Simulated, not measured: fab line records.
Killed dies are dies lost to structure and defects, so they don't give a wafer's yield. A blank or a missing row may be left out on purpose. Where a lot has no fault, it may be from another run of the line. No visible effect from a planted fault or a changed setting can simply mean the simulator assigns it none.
fab line records | flow nand-harc
record lots=13 | wafers=39 | last-day=24
route steps=1159 shown P_BONDPAD@374 A_ONON_D1@426 END@1159
lots that met no fault: taken from a fault-free run of the same line
start-h: hours from the record's opening day to when the first of the lot's shown wafers began | wait-h: how many hours have passed since the lot's step before this one | " identical to the entry in the row above | L1.1+2: a single row standing in for several wafers | - no value, or no start given | * or withheld: withheld | < > ~ a bound
route shown NAME@n: NAME is a module with steps in the file, n the number in the route of the first one | usual: mean/standard deviation taken from wafers without a fault | same: alike in all rows | chamber/n: place in a boat | sites: readings site by site | _std_site: the values' standard deviation | _edge_site: inner sites' mean taken away from outer sites' mean | radius-mm: for every site, how far away it sits from the centre of the wafer | mask NAME#n: copy n | behind: the tool/chamber that last shaped the wafer | hold: cause of the lot's hold/its duration in hours/its outcome | device: the n, p or np transistor that did not switch | end of line: at the end of the route, the tests of the same wafers | a step given without rows: its recipe and nothing more | killed: dies that structure and defects cost at the first sort, which is not the same as the wafer's yield | map: dies across one wafer; x = killed, . = not, _ = none there
set.NAME: the setting as run; set.NAME@STEP: as run at that earlier step | model.NAME: the simulator's own value behind a step, which no gauge read
one table for each step of the route and one row for each wafer, over a sample of lots
services: from which hour (start-h, from the record's first day; less than 0 if before it) a tool's chamber was out of use, for how many hours, and why
## steps
# step NHARC_P_BONDPAD_DEGAS_25
# recipe temp-c=300 | time-s=60
# usual heater-power-w=485/60
lot.wafer | tool           | chamber | start-h | wait-h | heater-power-w
L341.1    | pvd-sputter-03 | -       | 140.46  | -      | 389
L341.6    | "              | -       | "       | "      | 533
L341.5    | "              | -       | "       | "      | 487
L343.3    | pvd-sputter-01 | -       | 147.26  | -      | 482
L343.2    | "              | -       | "       | "      | 435
L343.5    | "              | -       | "       | "      | 499
L344.1    | pvd-sputter-03 | -       | 148.08  | -      | 401
L344.6    | "              | -       | "       | "      | 557
L344.5    | "              | -       | "       | "      | 482
L345.1    | pvd-sputter-01 | -       | 168.45  | -      | 407
L345.4    | "              | -       | "       | "      | 398
L345.2    | "              | -       | "       | "      | 458
L348.1    | pvd-sputter-02 | -       | 175.97  | -      | 517
L348.4    | "              | -       | "       | "      | 453
L348.6    | "              | -       | "       | "      | 528
L347.4    | pvd-sputter-03 | -       | 178.23  | -      | 558
L347.1    | "              | -       | "       | "      | 477
L347.6    | "              | -       | "       | "      | 496
L350.2    | pvd-sputter-03 | -       | 188.73  | -      | 558
L350.3    | "              | -       | "       | "      | 579
L350.5    | "              | -       | "       | "      | 550
L358.2    | pvd-sputter-01 | -       | 239.04  | -      | 396
L358.4    | "              | -       | "       | "      | 487
L358.1    | "              | -       | "       | "      | 415
L359.1    | pvd-sputter-03 | -       | 241.92  | -      | 411
L359.4    | "              | -       | "       | "      | 536
L359.3    | "              | -       | "       | "      | 568
L360.4    | pvd-sputter-02 | -       | 242.77  | -      | 568
L360.1    | "              | -       | "       | "      | 554
L360.3    | "              | -       | "       | "      | 505
L361.1    | pvd-sputter-03 | -       | 253.24  | -      | 495
L361.2    | "              | -       | "       | "      | 573
L361.3    | "              | -       | "       | "      | 406
L362.2    | pvd-sputter-01 | -       | 254.46  | -      | 460
L362.4    | "              | -       | "       | "      | 409
L362.6    | "              | -       | "       | "      | 401
L363.1    | pvd-sputter-03 | -       | 270.42  | -      | 397
L363.3    | "              | -       | "       | "      | 499
L363.5    | "              | -       | "       | "      | 541
# step NHARC_P_BONDPAD_PRE_CLEAN_26
# recipe time-s=30 | temp-c=280 | gas=H2/He
# usual heater-power-w=431/53
lot.wafer | tool           | chamber | start-h | wait-h | heater-power-w
L341.1    | pvd-sputter-03 | -       | -       | -      | 343
L341.5    | "              | -       | "       | "      | 357
L341.6    | "              | -       | "       | "      | 467
L343.3    | pvd-sputter-01 | -       | -       | -      | 435
L343.2    | "              | -       | "       | "      | 329
L343.5    | "              | -       | "       | "      | 375
L344.1    | pvd-sputter-03 | -       | -       | -      | 461
L344.6    | "              | -       | "       | "      | 481
L344.5    | "              | -       | "       | "      | 431
L345.4    | pvd-sputter-01 | -       | -       | -      | 365
L345.2    | "              | -       | "       | "      | 398
L345.1    | "              | -       | "       | "      | 369
L348.4    | pvd-sputter-02 | -       | -       | -      | 486
L348.1    | "              | -       | "       | "      | 405
L348.6    | "              | -       | "       | "      | 502
L347.1    | pvd-sputter-03 | -       | -       | -      | 423
L347.4    | "              | -       | "       | "      | 514
L347.6    | "              | -       | "       | "      | 453
L350.2    | pvd-sputter-03 | -       | -       | -      | 427
L350.3    | "              | -       | "       | "      | 508
L350.5    | "              | -       | "       | "      | 480
L358.2    | pvd-sputter-01 | -       | -       | -      | 397
L358.1    | "              | -       | "       | "      | 374
L358.4    | "              | -       | "       | "      | 349
L359.4    | pvd-sputter-03 | -       | -       | -      | 464
L359.1    | "              | -       | "       | "      | 503
L359.3    | "              | -       | "       | "      | 366
L360.4    | pvd-sputter-02 | -       | -       | -      | 496
L360.3    | "              | -       | "       | "      | 477
L360.1    | "              | -       | "       | "      | 441
L361.1    | pvd-sputter-03 | -       | -       | -      | 345
L361.3    | "              | -       | "       | "      | 482
L361.2    | "              | -       | "       | "      | 514
L362.4    | pvd-sputter-01 | -       | -       | -      | 348
L362.2    | "              | -       | "       | "      | 412
L362.6    | "              | -       | "       | "      | 353
L363.3    | pvd-sputter-03 | -       | -       | -      | 522
L363.1    | "              | -       | "       | "      | 475
L363.5    | "              | -       | "       | "      | 354
# step NHARC_P_BONDPAD_ACTIVATE_29
# recipe time-s=60 | n2-flow-sccm=200 | ar-flow-sccm=0 | bias-power-w=0 | chemistry=N2
# usual drypump-motor-current-A=5.9/0.6 | oes-product-au=1.002/0.0082 | rf-vpp-V=64.4/0.84 | showerhead-plenum-p-Torr=1.81/0.059
lot.wafer | tool        | chamber | start-h | wait-h | drypump-motor-current-A | oes-product-au | rf-hours-counter-h | rf-vpp-V | showerhead-plenum-p-Torr
L341.1    | rie-diel-05 | 3       | 142.17  | 0.1    | 5.6                     | 1.007          | 14                 | 64.8     | 1.82
L341.6    | "           | 3       | "       | "      | 5.7                     | 1.007          | -                  | 63.5     | 1.82
L341.5    | "           | 0       | "       | "      | 6.2                     | 0.982          | -                  | 64.4     | 1.84
L343.3    | rie-diel-05 | 2       | 148.99  | 0.1    | 5.0                     | 1.009          | 15                 | 64.5     | 1.78
L343.2    | "           | 0       | "       | "      | 6.2                     | 0.991          | 14                 | 65.1     | 1.84
L343.5    | "           | 3       | "       | "      | 5.7                     | 1.013          | -                  | 64.8     | 1.82
L344.1    | rie-diel-05 | 1       | 149.77  | 0.1    | 6.6                     | 1.003          | 14                 | 65.7     | 1.89
L344.5    | "           | 0       | "       | "      | 6.2                     | 0.987          | -                  | 63.6     | 1.84
L344.6    | "           | 1       | "       | "      | 6.6                     | 1.002          | -                  | 64.5     | 1.89
L345.2    | rie-diel-09 | 3       | 170.15  | 0.1    | 6.6                     | 1.014          | 32                 | 63.8     | 1.68
L345.4    | "           | 0       | "       | "      | 5.6                     | 1.001          | 27                 | 63.1     | 1.79
L345.1    | "           | 1       | "       | "      | 6.2                     | 1.008          | 26                 | 64.8     | 1.71
L348.1    | rie-diel-05 | 3       | 177.75  | 0.2    | 5.6                     | 0.997          | 1                  | 65.5     | 1.82
L348.4    | "           | 1       | "       | "      | 6.6                     | 0.997          | 1                  | 64.9     | 1.89
L348.6    | "           | 2       | "       | "      | 5.0                     | 1.006          | -                  | 64.9     | 1.78
L347.1    | rie-diel-05 | 3       | 179.96  | 0.1    | 5.6                     | 1.002          | 1                  | 65.4     | 1.82
L347.4    | "           | 1       | "       | "      | 6.6                     | 0.993          | 1                  | 65.5     | 1.89
L347.6    | "           | 0       | "       | "      | 6.1                     | 0.988          | -                  | 63.5     | 1.84
L350.3    | rie-diel-05 | 1       | 190.47  | 0.1    | 6.6                     | 1.007          | 2                  | 63.0     | 1.89
L350.2    | "           | 0       | "       | "      | 6.2                     | 0.998          | 2                  | 64.9     | 1.84
L350.5    | "           | 2       | "       | "      | 5.0                     | 1.006          | -                  | 63.8     | 1.78
L358.2    | rie-diel-05 | 2       | 240.72  | 0.1    | 5.0                     | 1.004          | 6                  | 65.1     | 1.78
L358.4    | "           | 3       | "       | "      | 5.7                     | 0.995          | 7                  | 63.3     | 1.82
L358.1    | "           | 0       | "       | "      | 6.2                     | 0.994          | 6                  | 65.6     | 1.83
L359.1    | rie-diel-05 | 0       | 243.62  | 0.1    | 6.2                     | 0.981          | 6                  | 65.2     | 1.83
L359.4    | "           | 2       | "       | "      | 5.0                     | 1.014          | 6                  | 65.6     | 1.78
L359.3    | "           | 3       | "       | "      | 5.7                     | 1.006          | 7                  | 64.5     | 1.82
L360.4    | rie-diel-09 | 2       | 244.45  | 0.1    | 6.5                     | 0.999          | 61                 | 65.0     | 1.67
L360.3    | "           | 3       | "       | "      | 6.6                     | 1.008          | 61                 | 63.4     | 1.67
L360.1    | "           | 1       | "       | "      | 6.2                     | 0.997          | 51                 | 66.1     | 1.70
L361.2    | rie-diel-05 | 1       | 254.93  | 0.1    | 6.6                     | 0.995          | 9                  | 65.1     | 1.89
L361.3    | "           | 2       | "       | "      | 5.0                     | 1.001          | 8                  | 62.3     | 1.78
L361.1    | "           | 3       | "       | "      | 5.7                     | 0.996          | 9                  | 63.5     | 1.82
L362.2    | rie-diel-05 | 2       | 256.18  | 0.1    | 5.0                     | 1.006          | 8                  | 64.0     | 1.78
L362.6    | "           | 1       | "       | "      | 6.6                     | 1.003          | -                  | 65.7     | 1.89
L362.4    | "           | 3       | "       | "      | 5.6                     | 0.997          | -                  | 63.8     | 1.82
L363.3    | rie-diel-05 | 1       | 272.16  | 0.1    | 6.6                     | 1.003          | 10                 | 64.8     | 1.89
L363.1    | "           | 0       | "       | "      | 6.2                     | 0.999          | 8                  | 63.8     | 1.83
L363.5    | "           | 1       | "       | "      | 6.6                     | 0.997          | -                  | 64.1     | 1.89
# step NHARC_A_ONON_D1_DEP_03
# recipe target-thk-a=10000 | n2-flow-sccm=2750 | n2o-flow-sccm=2000 | nh3-flow-sccm=500 | sih4-flow-sccm=210 | temp-c=400
lot.wafer  | tool          | chamber | start-h | wait-h
L341.1+5+6 | pecvd-onon-02 | 0       | 166.46  | 0.1
L344.1+5+6 | pecvd-onon-02 | 0       | 172.76  | 0.1
L343.2+3+5 | pecvd-onon-01 | 0       | 172.78  | 0.1
L345.1+2+4 | pecvd-onon-04 | 0       | 196.59  | 0.1
L348.1+4+6 | pecvd-onon-04 | 0       | 203.20  | 0.1
L347.1+4+6 | pecvd-onon-02 | 0       | 203.22  | 0.1
L350.2+3+5 | pecvd-onon-02 | 0       | 216.08  | 0.3
L358.1+2+4 | pecvd-onon-02 | 0       | 264.38  | 0.1
L360.1+3+4 | pecvd-onon-01 | 0       | 267.83  | 0.1
L359.1+3+4 | pecvd-onon-02 | 0       | 267.84  | 0.1
L362.2+4+6 | pecvd-onon-04 | 0       | 279.20  | 0.1
L361.1+2+3 | pecvd-onon-01 | 0       | 279.48  | 0.1
L363.1+3+5 | pecvd-onon-01 | 0       | 296.99  | 0.1
# step NHARC_A_ONON_D1_THK_MEAS_05
# recipe thk-meas-gauge=ellipsometry
# usual thk-nm=1002/8.1
lot.wafer | tool          | chamber | start-h | wait-h | hold                     | thk-nm
L341.1    | film-metro-01 | -       | 166.99  | -      | -                        | 1011
L341.5    | "             | -       | "       | "      | -                        | 1012
L341.6    | "             | -       | "       | "      | -                        | 1014
L343.2    | film-metro-01 | -       | 173.24  | -      | -                        | 999
L343.3    | "             | -       | "       | "      | -                        | 999
L343.5    | "             | -       | "       | "      | -                        | 997
L344.1    | film-metro-01 | -       | 173.28  | -      | -                        | 1009
L344.5    | "             | -       | "       | "      | -                        | 1011
L344.6    | "             | -       | "       | "      | -                        | 1011
L345.1    | film-metro-02 | -       | 197.10  | -      | -                        | 1001
L345.2    | "             | -       | "       | "      | -                        | 1001
L345.4    | "             | -       | "       | "      | -                        | 1000
L348.1    | film-metro-02 | -       | 203.70  | -      | -                        | 1003
L348.4    | "             | -       | "       | "      | -                        | 1004
L348.6    | "             | -       | "       | "      | -                        | 1002
L347.1    | film-metro-02 | -       | 203.73  | -      | -                        | 1004
L347.4    | "             | -       | "       | "      | -                        | 1004
L347.6    | "             | -       | "       | "      | -                        | 1005
L350.2    | film-metro-01 | -       | 216.54  | -      | -                        | 995
L350.3    | "             | -       | "       | "      | -                        | 997
L350.5    | "             | -       | "       | "      | -                        | 998
L358.1    | film-metro-02 | -       | 264.88  | -      | await-dispo/0.2h/release | 1430
L358.2    | "             | -       | "       | "      | await-dispo/0.2h/release | 1430
L358.4    | "             | -       | "       | "      | await-dispo/0.2h/release | 1428
L358.1    | film-metro-02 | -       | 265.05  | 0.2    | -                        | 1431
L358.2    | "             | -       | "       | "      | -                        | 1432
L358.4    | "             | -       | "       | "      | -                        | 1429
L360.1    | film-metro-02 | -       | 268.34  | -      | -                        | 991
L360.3    | "             | -       | "       | "      | -                        | 992
L360.4    | "             | -       | "       | "      | -                        | 991
L359.1    | film-metro-01 | -       | 268.35  | -      | await-dispo/0.2h/release | 1429
L359.3    | "             | -       | "       | "      | await-dispo/0.2h/release | 1432
L359.4    | "             | -       | "       | "      | await-dispo/0.2h/release | 1430
L359.1    | film-metro-01 | -       | 268.52  | 0.2    | -                        | 1431
L359.3    | "             | -       | "       | "      | -                        | 1429
L359.4    | "             | -       | "       | "      | -                        | 1429
L362.2    | film-metro-01 | -       | 279.65  | -      | -                        | 1012
L362.4    | "             | -       | "       | "      | -                        | 1012
L362.6    | "             | -       | "       | "      | -                        | 1013
L361.1    | film-metro-01 | -       | 279.99  | -      | -                        | 995
L361.2    | "             | -       | "       | "      | -                        | 994
L361.3    | "             | -       | "       | "      | -                        | 994
L363.1    | film-metro-01 | -       | 297.51  | -      | -                        | 999
L363.3    | "             | -       | "       | "      | -                        | 997
L363.5    | "             | -       | "       | "      | -                        | 998
# step NHARC_END_SORT_01
# recipe temp-c=25
# usual defect-limited-yield=95.4/1.3 | killed-at-array=27/8 | killed-at-other=0.8/1.2 | killed-at-periphery=3.3/2.3 | killed-dies=31/8.8 | killed-open=3.2/2.1 | killed-short=2.1/1.4 | sort_bin_2_pct=1.4/0.55 | sort_bin_3_pct=0.25/0.2 | sort_bin_4_pct=2.9/0.92 | sort-n-pass=646/8.8 | sort-rim-yield-pct=95.5/2.7 | sort-yield-pct=95.4/1.3
# same gross-dies=677 | sort_bin_5_pct[%]=0 | sort_bin_6_pct[%]=0 | sort_bin_7_pct[%]=0 | sort_bin_8_pct[%]=0 | sort-rim-n-gross=106.00
lot.wafer | tool      | chamber | start-h | wait-h | defect-limited-yield[%] | killed-at-array | killed-at-other | killed-at-periphery | killed-dies | killed-open | killed-short | sort_bin_2_pct[%] | sort_bin_3_pct[%] | sort_bin_4_pct[%] | sort-n-pass | sort-rim-yield-pct[%] | sort-yield-pct[%]
L347.1    | prober-01 | 0       | 491.14  | 2.5    | 96.8                    | 20              | 0               | 2                   | 22          | 0           | 4            | 2.1               | 0.15              | 1.0               | 655         | 97.2                  | 96.8
L347.4    | prober-01 | 0       | 493.57  | 3.4    | 97.5                    | 14              | 0               | 3                   | 17          | 1           | 3            | 1.2               | 0                 | 1.3               | 660         | 100.0                 | 97.5
L347.6    | prober-01 | 0       | 495.18  | 4.0    | 94.7                    | 32              | 0               | 4                   | 36          | 3           | 4            | 1.5               | 0.30              | 3.5               | 641         | 96.2                  | 94.7
# killed by level:class
L347.1 A_SLIT:chamber-film-flake=9 A_CHANNEL_HOLE_D1:chamber-film-flake=3 A_CHANNEL_FILL_D1:chamber-film-flake=2 P_GATE:geometric-particle:short=1 A_ONON_D1:geometric-particle:short=1 A_CHANNEL_FILL_D1:geometric-particle:short=1 A_CONTACT:geometric-particle:short=1 P_ZERO_WELL:chamber-film-flake=1
L347.4 A_SLIT:chamber-film-flake=7 P_BONDPAD:chamber-film-flake=2 A_CHANNEL_HOLE_D1:chamber-film-flake=2 A_STAIRCASE:chamber-film-flake=2 P_M1:geometric-particle:open=1 A_CHANNEL_FILL_D1:geometric-particle:short=1 A_WL_FILL:geometric-particle:short=1 A_M0:geometric-particle:short=1
L347.6 A_SLIT:chamber-film-flake=17 A_CONTACT:geometric-particle:short=3 P_BONDPAD:chamber-film-flake=3 A_CONTACT:chamber-film-flake=3 A_CONTACT:geometric-particle:open=2 A_ZERO_WELL:chamber-film-flake=2 A_WL_FILL:geometric-particle:short=1 A_M0:geometric-particle:open=1
## services
tool           | chamber | start-h | hours | kind
rie-diel-05    | 0       | 118.27  | -     | clean
rie-diel-05    | 1       | 118.27  | -     | clean
rie-diel-05    | 2       | 118.27  | -     | clean
rie-diel-05    | 3       | 118.27  | -     | clean
pecvd-onon-01  | -       | 137.14  | 3.5   | repair
rie-diel-05    | 0       | 142.77  | -     | clean
rie-diel-05    | 1       | 142.77  | -     | clean
rie-diel-05    | 2       | 142.77  | -     | clean
rie-diel-09    | 1       | 149.52  | 19.4  | repair
rie-diel-09    | -       | 153.22  | 0.5   | repair
rie-diel-09    | 0       | 157.09  | 9.5   | repair
rie-diel-05    | 1       | 157.79  | 10.4  | repair
pvd-sputter-01 | -       | 158.04  | 10.0  | pm
rie-diel-05    | -       | 163.60  | 9.0   | pm
rie-diel-09    | -       | 166.73  | 0.5   | repair
pecvd-onon-01  | -       | 195.00  | 13.0  | pm
pvd-sputter-02 | -       | 214.00  | 10.0  | pm
rie-diel-09    | 1       | 223.01  | 2.1   | repair
rie-diel-05    | 0       | 232.31  | 7.2   | repair
pecvd-onon-04  | -       | 237.00  | 13.0  | pm
rie-diel-05    | 0       | 250.49  | 7.3   | repair
rie-diel-09    | -       | 254.16  | 9.0   | pm
pvd-sputter-03 | -       | 280.00  | 10.0  | pm
pecvd-onon-02  | -       | 292.27  | 13.0  | pm
## key
first-sign step=NHARC_A_ONON_D1_THK_MEAS_05 | reading=visit | direction=added
effect step=NHARC_A_ONON_D1_THK_MEAS_05 | reading=thk-nm | direction=up | sigmas=53 | usual=1002 | struck=1430
met-at NHARC_A_ONON_D1_DEP_03
struck-lots L358,L359
struck-wafers L358.1,L358.2,L358.4,L359.1,L359.3,L359.4
scrapped-behind NHARC_A_ONON_D1_THK_MEAS_05 L358.1,L358.2,L358.4,L359.1,L359.3,L359.4
not-acting-at NHARC_P_BONDPAD_DEGAS_25,NHARC_P_BONDPAD_PRE_CLEAN_26,NHARC_P_BONDPAD_ACTIVATE_29
onset-between 216.08 264.38
fault kind=process-parameter-drift | tool=pecvd-onon-02 | chamber=0 | onset-h=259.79 | steps=NHARC_A_ONON_D1_DEP_03 | channel=target-thk-a | offset=* | shape=step | end-h=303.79 | acts-in=* | stated=*
